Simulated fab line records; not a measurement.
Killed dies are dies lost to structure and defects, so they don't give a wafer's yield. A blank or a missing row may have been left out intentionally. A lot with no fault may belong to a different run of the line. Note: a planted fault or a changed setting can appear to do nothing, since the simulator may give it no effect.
fab line records ; flow n5-finfet
record lots=7; wafers=39
route steps=1938 shown SD_EPI_N@269 BEOL_M0_SAQP@663 BEOL_M1@800 BEOL_M6@1233
start-h: start of the lot's first displayed wafer, in hours after the record's first day ; wait-h: hours since the lot's step before ; " same as the row above ; L1.1+2: several wafers, shown together as one row ; - value missing, or start not given ; * or withheld: withheld ; < > ~ a bound
route shown NAME@n: NAME is a module with steps in the file, n the number in the route of the first one ; usual: mean and standard deviation over wafers with no fault ; same: alike in all rows ; chamber/n: place in a boat ; sites: the reading at each site ; _std_site: how widely they spread, as a standard deviation ; _edge_site: mean of outer sites minus mean of inner sites ; radius-mm: how far each site lies from the wafer's centre ; mask NAME#n: copy n ; behind: the tool/chamber that last shaped the wafer ; hold: reason for holding the lot/hours on hold/outcome of the hold ; device: the n, p or np transistor that did not switch ; end of line: the same wafers' tests at the end of the route ; where a step has no rows: the recipe by itself ; killed: at the first sort, the dies lost to defects and structure; wafer yield is something else ; map: a wafer's dies, x killed, . not, _ none there
set.NAME: the setting as run; set.NAME@STEP: as run at that earlier step ; model.NAME: the simulator's own value behind a step, which no gauge read
lots with deliberately changed settings; one table per step, one row per wafer
## steps
# step N5_SD_EPI_N_DEVELOP_08
# recipe develop-time-s=30; developer=TMAH; resist=CAR-ArF-block; dev-temp-c=23; rinse-liquid=diw; dry=air-spin
lot.wafer;tool;chamber;start-h;wait-h;set.develop-time-s
L074.1+2+3+4+5+6;litho-track-04;0;-;-;30
L076.1+2+3;litho-track-03;0;-;-;30
L076.4+5+6;litho-track-03;0;-;-;16.43
L080.1+2+3+4+5+6;litho-track-01;0;-;-;30
L083.1+4+5;litho-track-04;0;-;-;30
L083.2+3+6;litho-track-04;0;-;-;43.97
L085.1+3+6;litho-track-04;0;-;-;20.26
L085.2+4+5;litho-track-04;0;-;-;30
L089.1+2+5;litho-track-01;0;-;-;37.54
L089.3+4+6;litho-track-01;0;-;-;30
L097.1+2+4;litho-track-01;0;-;-;30
# step N5_SD_EPI_N_CD_MEAS_09
# recipe target-cd-nm=120; landing-energy-ev=500; detector=se-inlens
# usual cd-nm=120.1/0.66
lot.wafer;tool;chamber;start-h;wait-h;set.develop-time-s@SD_EPI_N_DEVELOP_08;cd-nm
L074.1;cd-sem-03;0;47.24;-;30;121.5
L074.2;cd-sem-03;0;47.24;-;30;121.5
L074.3;cd-sem-03;0;47.24;-;30;121.6
L074.4;cd-sem-03;0;47.24;-;30;121.5
L074.5;cd-sem-03;0;47.24;-;30;120.8
L074.6;cd-sem-03;0;47.24;-;30;121.1
L076.1;cd-sem-03;0;70.85;-;30;119.5
L076.2;cd-sem-03;0;70.85;-;30;119.6
L076.3;cd-sem-03;0;70.85;-;30;120.4
L076.4;cd-sem-03;0;70.85;-;16.43;116.7
L076.5;cd-sem-03;0;70.85;-;16.43;116.9
L076.6;cd-sem-03;0;70.85;-;16.43;116.8
L080.1;cd-sem-03;0;86.88;-;30;120.4
L080.2;cd-sem-03;0;86.88;-;30;120.1
L080.3;cd-sem-03;0;86.88;-;30;119.9
L080.4;cd-sem-03;0;86.88;-;30;121.4
L080.5;cd-sem-03;0;86.88;-;30;120.7
L080.6;cd-sem-03;0;86.88;-;30;120.2
L083.1;cd-sem-01;0;106.95;-;30;120.5
L083.2;cd-sem-01;0;106.95;-;43.97;122.9
L083.3;cd-sem-01;0;106.95;-;43.97;122.8
L083.4;cd-sem-01;0;106.95;-;30;120.6
L083.5;cd-sem-01;0;106.95;-;30;120.0
L083.6;cd-sem-01;0;106.95;-;43.97;121.7
L085.1;cd-sem-03;0;118.39;-;20.26;118.7
L085.2;cd-sem-03;0;118.39;-;30;120.2
L085.3;cd-sem-03;0;118.39;-;20.26;117.8
L085.4;cd-sem-03;0;118.39;-;30;120.0
L085.5;cd-sem-03;0;118.39;-;30;119.9
L085.6;cd-sem-03;0;118.39;-;20.26;117.9
L089.1;cd-sem-01;0;142.46;-;37.54;121.0
L089.2;cd-sem-01;0;142.46;-;37.54;121.3
L089.3;cd-sem-01;0;142.46;-;30;119.7
L089.4;cd-sem-01;0;142.46;-;30;118.9
L089.5;cd-sem-01;0;142.46;-;37.54;121.2
L089.6;cd-sem-01;0;142.46;-;30;119.9
L097.1;cd-sem-03;0;186.26;-;30;119.0
L097.2;cd-sem-03;0;186.26;-;30;119.6
L097.4;cd-sem-03;0;186.26;-;30;118.7
# step N5_SD_EPI_N_DESCUM_14
# recipe chemistry=O2; time-s=7.9; source-power-w=50; bias-power-w=20; pressure-mtorr=20; rf-frequency-hz=2.712e+07; temp-c=40; resist=CAR-ArF-block; o2-flow-sccm=225
lot.wafer;tool;chamber;start-h;wait-h;set.develop-time-s@SD_EPI_N_DEVELOP_08;model.SD_EPI_N.cd-nm
L074.1+4+6;rie-diel-04;1,2,3;47.33;0.0;30;121.4
L074.2+3;rie-diel-04;2,3;47.33;0.0;30;121.6
L074.5;rie-diel-04;1;47.33;0.0;30;120.4
L076.1;rie-diel-02;0;71.24;0.3;30;120
L076.2;rie-diel-02;3;71.24;0.3;30;119.4
L076.3;rie-diel-02;2;71.24;0.3;30;120.6
L076.4;rie-diel-02;1;71.24;0.3;16.43;116.6
L076.5+6;rie-diel-02;0,1;71.24;0.3;16.43;117
L080.1;rie-diel-02;2;87.07;0.1;30;120.4
L080.2+6;rie-diel-02;1,2;87.07;0.1;30;120.2
L080.3;rie-diel-02;3;87.07;0.1;30;119.8
L080.4;rie-diel-02;3;87.07;0.1;30;120.8
L080.5;rie-diel-02;1;87.07;0.1;30;120.6
L083.1;rie-diel-03;2;107.08;0.1;30;120.8
L083.2+3;rie-diel-03;0,3;107.08;0.1;43.97;122.8
L083.4;rie-diel-03;1;107.08;0.1;30;120.4
L083.5;rie-diel-03;1;107.08;0.1;30;120.2
L083.6;rie-diel-03;0;107.08;0.1;43.97;122.4
L085.1;rie-diel-04;0;118.50;0.1;20.26;118.4
L085.2+4+5;rie-diel-04;1,3,2;118.50;0.1;30;120.2
L085.3;rie-diel-04;2;118.50;0.1;20.26;117.8
L085.6;rie-diel-04;3;118.50;0.1;20.26;118
L089.1+5;rie-diel-04;2,1;142.55;0.0;37.54;121.2
L089.2;rie-diel-04;1;142.55;0.0;37.54;121.4
L089.3;rie-diel-04;0;142.55;0.0;30;119.4
L089.4;rie-diel-04;3;142.55;0.0;30;119.2
L089.6;rie-diel-04;2;142.55;0.0;30;119.8
L097.1+4;rie-diel-03;1,2;186.35;0.0;30;118.6
L097.2;rie-diel-03;3;186.35;0.0;30;119.6
# step N5_SD_EPI_N_ETCH_34
# recipe chemistry=CF4; target=SiARC; target-depth-a=455; mask-material=CAR-ArF-block; time-s=75.8; ion-energy-ev=80; pressure-mtorr=40; source-w=545; bias-w=36; Ar_flow_sccm=100; cf4-flow-sccm=100; ends=cleared
lot.wafer;tool;chamber;start-h;wait-h;set.develop-time-s@SD_EPI_N_DEVELOP_08;model.SD_EPI_N.cd-nm
L074.1+2+6;rie-diel-04;1,2,3;47.36;0.0;30;121.4
L074.3;rie-diel-04;3;47.36;0.0;30;121.6
L074.4;rie-diel-04;2;47.36;0.0;30;121
L074.5;rie-diel-04;1;47.36;0.0;30;120.6
L076.1;rie-diel-02;0;71.27;0.0;30;119.8
L076.2;rie-diel-02;3;71.27;0.0;30;119.6
L076.3;rie-diel-02;2;71.27;0.0;30;120.8
L076.4;rie-diel-02;1;71.27;0.0;16.43;116.6
L076.5;rie-diel-02;0;71.27;0.0;16.43;117.2
L076.6;rie-diel-02;1;71.27;0.0;16.43;117
L080.1;rie-diel-02;2;87.11;0.0;30;120.6
L080.2+3+6;rie-diel-02;1,3,2;87.11;0.0;30;120.2
L080.4;rie-diel-02;3;87.11;0.0;30;121
L080.5;rie-diel-02;1;87.11;0.0;30;120.4
L083.1;rie-diel-03;2;107.12;0.0;30;120.8
L083.2;rie-diel-03;0;107.12;0.0;43.97;123
L083.3;rie-diel-03;3;107.12;0.0;43.97;122.8
L083.4;rie-diel-03;1;107.12;0.0;30;120.6
L083.5;rie-diel-03;1;107.12;0.0;30;120.2
L083.6;rie-diel-03;0;107.12;0.0;43.97;122.4
L085.1;rie-diel-04;0;118.53;0.0;20.26;118.4
L085.2;rie-diel-04;1;118.53;0.0;30;120
L085.3;rie-diel-04;2;118.53;0.0;20.26;117.6
L085.4;rie-diel-04;3;118.53;0.0;30;120.2
L085.5;rie-diel-04;2;118.53;0.0;30;119.8
L085.6;rie-diel-04;3;118.53;0.0;20.26;118
L089.1+2+5;rie-diel-04;2,1,1;142.59;0.0;37.54;121
L089.3;rie-diel-04;0;142.59;0.0;30;119.2
L089.4+6;rie-diel-04;3,2;142.59;0.0;30;119.6
L097.1;rie-diel-03;1;186.39;0.0;30;118.8
L097.2;rie-diel-03;3;186.39;0.0;30;119.4
L097.4;rie-diel-03;2;186.39;0.0;30;118.6
# step N5_BEOL_M0_SAQP_SPACER1_ALD_98
# recipe material=SiO2; target-thk-a=128; temp-c=300; ald-precursor-family=BDEAS; ald-co-reactant=O2-plasma; pulse-time-s=1; purge-time-s=2; co-reactant-purge-time-s=2; ald-cycles=138; pressure-torr=2
lot.wafer;tool;chamber;start-h;wait-h;set.ald-cycles;model.SiO2_of_BEOL_M0_SAQP_SPACER1_ALD_98.thk-nm
L074.1;ald-sin-03;3;111.55;0.3;70;6.6
L074.2+5;ald-sin-03;2;111.55;0.3;70;6.4
L074.3+4+6;ald-sin-03;1,0,1;111.55;0.3;138;12.8
L076.1+3;ald-sin-03;3,2;132.67;1.4;108;10
L076.2+4+6;ald-sin-03;1,0,1;132.67;1.4;138;12.8
L076.5;ald-sin-03;2;132.67;1.4;108;9.8
L080.1+3+6;ald-sin-01;1,2,3;149.19;0.9;62;5.8
L080.2+4+5;ald-sin-01;0,3,0;149.19;0.9;138;12.8
L083.1+3+5;ald-sin-01;0,2,3;165.50;0.3;138;12.8
L083.2+4+6;ald-sin-01;1,3,0;165.50;0.3;112;10.4
L085.1+3+4;ald-sin-01;0,2,3;175.30;0.3;179;16.6
L085.2+5+6;ald-sin-01;1,1,0;175.30;0.3;138;12.8
L089.1+4+5;ald-sin-03;2,0,2;207.02;0.3;138;12.8
L089.2+3+6;ald-sin-03;3,1,3;207.02;0.3;138;13
L097.1+2+4;ald-sin-02;3,0,1;246.33;0.6;138;12.8
# step N5_BEOL_M0_SAQP_SPACER1_ETCHBACK_99
# recipe chemistry=CHF3/O2; mode=anisotropic-etchback; target=SiO2; target-depth-a=154; time-s=7.7; pressure-mtorr=30; source-w=650; bias-w=170; Ar_flow_sccm=200; CHF3_flow_sccm=50; O2_flow_sccm=5; ion-energy-ev=200
# step N5_BEOL_M0_SAQP_MANDREL1_REMOVE_100
# recipe chemistry=HBr/Cl2/O2; bt-time-s=10; target=a-Si; stop-on=SiNx; endpoint=OES-SiCl; over-etch-frac=0.85; icp-w=600; bias-w=30; HBr_flow_sccm=150; Cl2_flow_sccm=80; O2_flow_sccm=5; pressure-mtorr=10
lot.wafer;tool;chamber;start-h;wait-h;set.ald-cycles@BEOL_M0_SAQP_SPACER1_ALD_98;model.BEOL_M0_SAQP.cd-nm;model.SiO2_of_BEOL_M0_SAQP_SPACER1_ALD_98.thk-nm
L074.1;rie-si-04;0;112.11;0.1;70;6.6;3
L074.2+5;rie-si-04;1,3;112.11;0.1;70;6.4;3
L074.3+4+6;rie-si-04;2,3,0;112.11;0.1;138;12.8;7.4
L076.1;rie-si-05;3;133.25;0.1;108;10.2;4.6
L076.2+4+6;rie-si-05;2,1,0;133.25;0.1;138;12.8;7.4
L076.3;rie-si-05;0;133.25;0.1;108;10;4.6
L076.5;rie-si-05;1;133.25;0.1;108;9.8;4.6
L080.1+3+6;rie-si-04;1,0,1;149.75;0.1;62;5.6;2.6
L080.2;rie-si-04;3;149.75;0.1;138;12.8;7.4
L080.4+5;rie-si-04;2,0;149.75;0.1;138;12.6;7.4
L083.1;rie-si-01;1;166.06;0.1;138;13;7.6
L083.2;rie-si-01;2;166.06;0.1;112;10.4;5
L083.3;rie-si-01;0;166.06;0.1;138;12.6;7.4
L083.4;rie-si-01;3;166.06;0.1;112;10.6;5
L083.5;rie-si-01;3;166.06;0.1;138;12.8;7.4
L083.6;rie-si-01;0;166.06;0.1;112;10.4;5.2
L085.1+3+4;rie-si-04;0,1,2;175.87;0.1;179;16.6;11.2
L085.2+6;rie-si-04;3,1;175.87;0.1;138;13;7.4
L085.5;rie-si-04;0;175.87;0.1;138;12.8;7.4
L089.1+4+5;rie-si-05;0,3,2;207.58;0.1;138;12.8;7.4
L089.2+6;rie-si-05;2,3;207.58;0.1;138;13;7.6
L089.3;rie-si-05;1;207.58;0.1;138;12.8;7.6
L097.1+4;rie-si-04;1,3;246.98;0.1;138;12.8;7.4
L097.2;rie-si-04;0;246.98;0.1;138;12.6;7.4
# step N5_BEOL_M0_SAQP_CD_MEAS_25
# recipe target-cd-nm=13.1; landing-energy-ev=1000; detector=se-inlens
# usual cd-nm=12.82/0.23
lot.wafer;tool;chamber;start-h;wait-h;set.ald-cycles@BEOL_M0_SAQP_SPACER1_ALD_98;cd-nm
L074.1;cd-sem-01;0;112.22;0.1;70;6.75
L074.2;cd-sem-01;0;112.22;0.1;70;6.43
L074.3;cd-sem-01;0;112.22;0.1;138;12.81
L074.4;cd-sem-01;0;112.22;0.1;138;12.52
L074.5;cd-sem-01;0;112.22;0.1;70;6.39
L074.6;cd-sem-01;0;112.22;0.1;138;12.64
L076.1;cd-sem-03;0;133.36;0.1;108;10.23
L076.2;cd-sem-03;0;133.36;0.1;138;12.91
L076.3;cd-sem-03;0;133.36;0.1;108;10.02
L076.4;cd-sem-03;0;133.36;0.1;138;12.89
L076.5;cd-sem-03;0;133.36;0.1;108;10.13
L076.6;cd-sem-03;0;133.36;0.1;138;12.46
L080.1;cd-sem-02;0;149.86;0.1;62;5.60
L080.2;cd-sem-02;0;149.86;0.1;138;12.60
L080.3;cd-sem-02;0;149.86;0.1;62;5.66
L080.4;cd-sem-02;0;149.86;0.1;138;12.59
L080.5;cd-sem-02;0;149.86;0.1;138;12.72
L080.6;cd-sem-02;0;149.86;0.1;62;5.99
L083.1;cd-sem-02;0;166.17;0.1;138;12.86
L083.2;cd-sem-02;0;166.17;0.1;112;10.30
L083.3;cd-sem-02;0;166.17;0.1;138;12.86
L083.4;cd-sem-02;0;166.17;0.1;112;10.62
L083.5;cd-sem-02;0;166.17;0.1;138;12.89
L083.6;cd-sem-02;0;166.17;0.1;112;10.23
L085.1;cd-sem-01;0;175.98;0.1;179;16.52
L085.2;cd-sem-01;0;175.98;0.1;138;13.20
L085.3;cd-sem-01;0;175.98;0.1;179;16.53
L085.4;cd-sem-01;0;175.98;0.1;179;16.33
L085.5;cd-sem-01;0;175.98;0.1;138;12.82
L085.6;cd-sem-01;0;175.98;0.1;138;13.01
L089.1;cd-sem-01;0;207.70;0.1;138;12.98
L089.2;cd-sem-01;0;207.70;0.1;138;13.23
L089.3;cd-sem-01;0;207.70;0.1;138;12.72
L089.4;cd-sem-01;0;207.70;0.1;138;13.32
L089.5;cd-sem-01;0;207.70;0.1;138;13.07
L089.6;cd-sem-01;0;207.70;0.1;138;12.72
L097.1;cd-sem-01;0;247.09;0.1;138;12.48
L097.2;cd-sem-01;0;247.09;0.1;138;12.45
L097.4;cd-sem-01;0;247.09;0.1;138;12.67
# step N5_BEOL_M1_TRENCH_ETCH_37
# recipe chemistry=C4F6/O2; target-depth-a=552.07; target=SiOC; time-s=29; ion-energy-ev=250; pressure-mtorr=30; source-w=355; bias-w=185; Ar_flow_sccm=300; C4F6_flow_sccm=10; O2_flow_sccm=10
lot.wafer;tool;chamber;start-h;wait-h;set.target-depth-a;model.BEOL_M1.feature-depth-nm;model.etch.depth-nm;model.TiN_of_BEOL_M1_HM_DEP_02.thk-nm
L074.1;rie-diel-01;3;-;-;408.1;40;40.02;18.2
L074.2;rie-diel-01;1;-;-;408.1;42;41.97;18
L074.3;rie-diel-01;2;-;-;552.07;54.8;54.77;17.2
L074.4;rie-diel-01;0;-;-;552.07;55.6;55.55;17.4
L074.5;rie-diel-01;0;-;-;552.07;55.6;55.64;17.4
L074.6;rie-diel-01;1;-;-;408.1;41.6;41.54;17.8
L076.1;rie-diel-05;1;-;-;869.5;84.6;84.64;16.4
L076.2;rie-diel-05;3;-;-;552.07;53.2;53.19;17.4
L076.3;rie-diel-05;0;-;-;552.07;54.8;54.82;17.4
L076.4;rie-diel-05;2;-;-;869.5;86;85.98;16.2
L076.5;rie-diel-05;2;-;-;869.5;86.4;86.31;16.2
L076.6;rie-diel-05;3;-;-;552.07;53.4;53.43;17.8
L080.1;rie-diel-06;2;-;-;552.07;53;53.08;17.2
L080.2;rie-diel-06;1;-;-;800.7;80.8;80.75;16.4
L080.3;rie-diel-06;0;-;-;552.07;52.2;52.23;17.2
L080.4;rie-diel-06;3;-;-;552.07;54.4;54.4;17.4
L080.5;rie-diel-06;3;-;-;800.7;79.4;79.33;16.2
L080.6;rie-diel-06;0;-;-;800.7;75.4;75.46;16.4
L083.1;rie-diel-01;2;-;-;552.07;55;55.03;17.6
L083.2;rie-diel-01;0;-;-;427.8;42.8;42.73;18
L083.3;rie-diel-01;1;-;-;427.8;44;43.93;18
L083.4;rie-diel-01;3;-;-;427.8;41.8;41.86;18
L083.5;rie-diel-01;2;-;-;552.07;54.8;54.72;17.4
L083.6;rie-diel-01;1;-;-;552.07;56.8;56.86;17.6
L085.1;rie-diel-06;3;-;-;552.07;54.4;54.36;18
L085.2;rie-diel-06;2;-;-;552.07;53;52.92;17.8
L085.3;rie-diel-06;1;-;-;552.07;55.4;55.37;17.8
L085.4;rie-diel-06;0;-;-;552.07;51.8;51.74;18
L085.5;rie-diel-06;2;-;-;552.07;53.4;53.4;17.8
L085.6;rie-diel-06;3;-;-;552.07;54.8;54.88;18
L089.1;rie-diel-01;2;-;-;881.9;86.6;86.58;16.2
L089.2;rie-diel-01;1;-;-;552.07;56.6;56.6;17.6
L089.3;rie-diel-01;3;-;-;881.9;86.4;86.38;16.2
L089.4;rie-diel-01;0;-;-;552.07;55.2;55.28;17.8
L089.5;rie-diel-01;3;-;-;552.07;54.4;54.32;17.8
L089.6;rie-diel-01;0;-;-;881.9;88.2;88.29;16.6
L097.1;rie-diel-01;2;-;-;552.07;54.6;54.51;17.6
L097.2;rie-diel-01;1;-;-;552.07;56.8;56.8;17.4
L097.4;rie-diel-01;0;-;-;552.07;54.6;54.6;17.4
# step N5_BEOL_M1_ETCH_41
# recipe chemistry=CH3F/O2; target=SiCN; target-depth-a=319; taper-deg=2; time-s=57.8; ion-energy-ev=120; mask-material=TiN; pressure-mtorr=30; source-w=395; bias-w=75; Ar_flow_sccm=150; CH3F_flow_sccm=30; O2_flow_sccm=20
# step N5_BEOL_M1_STRIP_97
# recipe chemistry=N2/H2; time-s=10; power-w=450; temp-c=40; pressure-mtorr=20; rf-frequency-hz=6e+07; bias-power-w=7; n2-flow-sccm=200; h2-flow-sccm=200
# step N5_BEOL_M1_OCD_MEAS_38
# usual trench-depth-nm=54.7/1.2
lot.wafer;tool;chamber;start-h;wait-h;set.target-depth-a@BEOL_M1_TRENCH_ETCH_37;trench-depth-nm
L074.1;ocd-02;-;129.47;-;408.1;40.3
L074.2;ocd-02;-;129.47;-;408.1;41.5
L074.3;ocd-02;-;129.47;-;552.07;54.7
L074.4;ocd-02;-;129.47;-;552.07;55.4
L074.5;ocd-02;-;129.47;-;552.07;55.8
L074.6;ocd-02;-;129.47;-;408.1;41.5
L076.1;ocd-01;-;147.25;-;869.5;85.0
L076.2;ocd-01;-;147.25;-;552.07;53.1
L076.3;ocd-01;-;147.25;-;552.07;55.1
L076.4;ocd-01;-;147.25;-;869.5;86.1
L076.5;ocd-01;-;147.25;-;869.5;86.5
L076.6;ocd-01;-;147.25;-;552.07;53.2
L080.1;ocd-02;-;160.44;-;552.07;52.9
L080.2;ocd-02;-;160.44;-;800.7;80.8
L080.3;ocd-02;-;160.44;-;552.07;51.8
L080.4;ocd-02;-;160.44;-;552.07;54.6
L080.5;ocd-02;-;160.44;-;800.7;79.4
L080.6;ocd-02;-;160.44;-;800.7;75.2
L083.1;ocd-01;-;181.47;-;552.07;55.0
L083.2;ocd-01;-;181.47;-;427.8;42.8
L083.3;ocd-01;-;181.47;-;427.8;44.0
L083.4;ocd-01;-;181.47;-;427.8;42.0
L083.5;ocd-01;-;181.47;-;552.07;54.8
L083.6;ocd-01;-;181.47;-;552.07;56.8
L085.1;ocd-02;-;193.11;-;552.07;54.5
L085.2;ocd-02;-;193.11;-;552.07;53.0
L085.3;ocd-02;-;193.11;-;552.07;55.5
L085.4;ocd-02;-;193.11;-;552.07;51.3
L085.5;ocd-02;-;193.11;-;552.07;53.2
L085.6;ocd-02;-;193.11;-;552.07;54.9
L089.1;ocd-02;-;226.86;-;881.9;86.1
L089.2;ocd-02;-;226.86;-;552.07;56.9
L089.3;ocd-02;-;226.86;-;881.9;86.8
L089.4;ocd-02;-;226.86;-;552.07;54.6
L089.5;ocd-02;-;226.86;-;552.07;54.1
L089.6;ocd-02;-;226.86;-;881.9;88.3
L097.1;ocd-01;-;262.65;-;552.07;54.4
L097.2;ocd-01;-;262.65;-;552.07;57.4
L097.4;ocd-01;-;262.65;-;552.07;54.7
# step N5_BEOL_M6_ETCH_66
# recipe chemistry=N2/H2; target=SOC; target-depth-a=800; overetch-a=160; mask-material=SiARC; temp-c=40; time-s=120; ion-energy-ev=200; pressure-mtorr=30; source-w=840; bias-w=150; n2-flow-sccm=200; h2-flow-sccm=200
lot.wafer;tool;chamber;start-h;wait-h;set.target-depth-a;model.SiARC_of_BEOL_M6_COAT_64.thk-nm
L074.1;rie-diel-02;3;180.92;0.0;960.4;5
L074.2;rie-diel-02;2;180.92;0.0;800;6.6
L074.3+5;rie-diel-02;1,0;180.92;0.0;800;6.4
L074.4;rie-diel-02;0;180.92;0.0;960.4;5.6
L074.6;rie-diel-02;1;180.92;0.0;960.4;5.4
L076.1+6;rie-diel-02;3;203.95;0.0;648;7
L076.2;rie-diel-02;1;203.95;0.0;648;7.4
L076.3+4;rie-diel-02;0,2;203.95;0.0;800;6.6
L076.5;rie-diel-02;0;203.95;0.0;800;6.4
L080.1;rie-diel-03;1;225.32;0.0;800;6.6
L080.2+4;rie-diel-03;2,0;225.32;0.0;800;6.2
L080.3+5;rie-diel-03;3,1;225.32;0.0;642.6;7.4
L080.6;rie-diel-03;0;225.32;0.0;642.6;7.2
L083.1;rie-diel-03;1;234.60;0.0;800;6.4
L083.2+6;rie-diel-03;2,0;234.60;0.0;800;6.2
L083.3;rie-diel-03;0;234.60;0.0;522.8;7.8
L083.4+5;rie-diel-03;3;234.60;0.0;522.8;8.2
L085.1;rie-diel-04;1;260.82;0.0;800;6.4
L085.2+5;rie-diel-04;0,3;260.82;0.0;800;6.2
L085.3;rie-diel-04;2;260.82;0.0;369.9;9
L085.4+6;rie-diel-04;3,0;260.82;0.0;369.9;8.8
L089.1+6;rie-diel-02;3;293.88;0.0;800;6.2
L089.2+4;rie-diel-02;1,2;293.88;0.0;800;6.4
L089.3+5;rie-diel-02;0;293.88;0.0;800;6.6
L097.1;rie-diel-03;3;332.54;0.0;800;6.6
L097.2+4;rie-diel-03;2,0;332.54;0.0;800;6.2
## key
split step=N5_SD_EPI_N_DEVELOP_08; setting=develop-time-s; stated=30; by=wafer
response step=N5_SD_EPI_N_CD_MEAS_09; reading=cd-nm; change=+0.0575; per=1%; r=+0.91
response step=N5_SD_EPI_N_DESCUM_14; reading=model.SD_EPI_N.cd-nm; change=+0.0608; per=1%; r=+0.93
response step=N5_SD_EPI_N_ETCH_34; reading=model.SD_EPI_N.cd-nm; change=+0.0589; per=1%; r=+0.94
split step=N5_BEOL_M0_SAQP_SPACER1_ALD_98; setting=ald-cycles; stated=138; by=wafer
response step=N5_BEOL_M0_SAQP_SPACER1_ALD_98; reading=model.SiO2_of_BEOL_M0_SAQP_SPACER1_ALD_98.thk-nm; change=+0.128; per=1%; r=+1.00
response step=N5_BEOL_M0_SAQP_MANDREL1_REMOVE_100; reading=model.BEOL_M0_SAQP.cd-nm; change=+0.128; per=1%; r=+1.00
response step=N5_BEOL_M0_SAQP_MANDREL1_REMOVE_100; reading=model.SiO2_of_BEOL_M0_SAQP_SPACER1_ALD_98.thk-nm; change=+0.0976; per=1%; r=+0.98
response step=N5_BEOL_M0_SAQP_CD_MEAS_25; reading=cd-nm; change=+0.124; per=1%; r=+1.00
split step=N5_BEOL_M1_TRENCH_ETCH_37; setting=target-depth-a; stated=552.07; by=wafer
response step=N5_BEOL_M1_TRENCH_ETCH_37; reading=model.BEOL_M1.feature-depth-nm; change=+0.547; per=1%; r=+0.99
response step=N5_BEOL_M1_TRENCH_ETCH_37; reading=model.etch.depth-nm; change=+0.547; per=1%; r=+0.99
response step=N5_BEOL_M1_TRENCH_ETCH_37; reading=model.TiN_of_BEOL_M1_HM_DEP_02.thk-nm; change=-0.0224; per=1%; r=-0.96
response step=N5_BEOL_M1_OCD_MEAS_38; reading=trench-depth-nm; change=+0.549; per=1%; r=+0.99
split step=N5_BEOL_M6_ETCH_66; setting=target-depth-a; stated=800; by=wafer
response step=N5_BEOL_M6_ETCH_66; reading=model.SiARC_of_BEOL_M6_COAT_64.thk-nm; change=-0.0488; per=1%; r=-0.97
